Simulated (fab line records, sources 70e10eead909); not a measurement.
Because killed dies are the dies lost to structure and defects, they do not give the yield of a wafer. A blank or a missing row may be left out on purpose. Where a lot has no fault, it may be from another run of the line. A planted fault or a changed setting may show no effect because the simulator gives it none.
Matching of chambers / flow nand harc / 4 sister chambers for NHARC_A_CHANNEL_FILL_D1_ALD_14 on ald hk-02
The step deposits SiO2, target thk 2.5 nm, pulse time 10 s, ald cycles 25. 8 wafers are shown with their chamber, then 10 later ones without.

## WAFERS PAIRED WITH THEIR CHAMBERS
wafer=L079.2; chamber=1; heater power outer w (W)=266; heater power w (W)=450
wafer=L080.6; chamber=3; heater power outer w (W)=236; heater power w (W)=397
wafer=L085.3; chamber=2; heater power outer w (W)=266; heater power w (W)=501
wafer=L085.4; chamber=1; heater power outer w (W)=265; heater power w (W)=433
wafer=L087.5; chamber=3; heater power outer w (W)=242; heater power w (W)=409
wafer=L087.6; chamber=0; heater power outer w (W)=233; heater power w (W)=450
wafer=L092.3; chamber=0; heater power outer w (W)=236; heater power w (W)=448
wafer=L092.4; chamber=2; heater power outer w (W)=265; heater power w (W)=495

## WAFERS MISSING THEIR CHAMBER
wafer=L092.5; heater power outer w (W)=268; heater power w (W)=503
wafer=L093.3; heater power outer w (W)=234; heater power w (W)=379
wafer=L093.4; heater power outer w (W)=232; heater power w (W)=452
wafer=L093.5; heater power outer w (W)=269; heater power w (W)=497
wafer=L095.2; heater power outer w (W)=235; heater power w (W)=436
wafer=L095.5; heater power outer w (W)=230; heater power w (W)=387
wafer=L095.6; heater power outer w (W)=230; heater power w (W)=448
wafer=L097.3; heater power outer w (W)=278; heater power w (W)=462
wafer=L097.4; heater power outer w (W)=261; heater power w (W)=503
wafer=L097.6; heater power outer w (W)=233; heater power w (W)=459

## THE CHAMBER EACH PASSED THROUGH
wafer=L092.5; from the rows above=2; in truth=2
wafer=L093.3; from the rows above=3; in truth=3
wafer=L093.4; from the rows above=0; in truth=0
wafer=L093.5; from the rows above=2; in truth=2
wafer=L095.2; from the rows above=0; in truth=0
wafer=L095.5; from the rows above=3; in truth=3
wafer=L095.6; from the rows above=0; in truth=0
wafer=L097.3; from the rows above=can't be placed: 1 or 2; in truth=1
wafer=L097.4; from the rows above=2; in truth=2
wafer=L097.6; from the rows above=0; in truth=0
Correctly placed: 9 of 10. Not placeable from these rows: 1 (in 1, the candidates include the true chamber). 0 placed wrongly.
How it was worked out, from the rows above alone: a wafer's distance from a chamber is the root of the sum, over the readings, of the square of ((its reading less the chamber's mean) divided by the reading's scatter). If the next closest chamber is less than 2 further off than the closest, the wafer can't be placed; otherwise it belongs to the closest. The mean given for a chamber averages the wafers shown for that chamber. The scatter: the root of (the sum of the squares of (reading less its chamber's mean) over the shown wafers, divided by (wafers less chambers)).
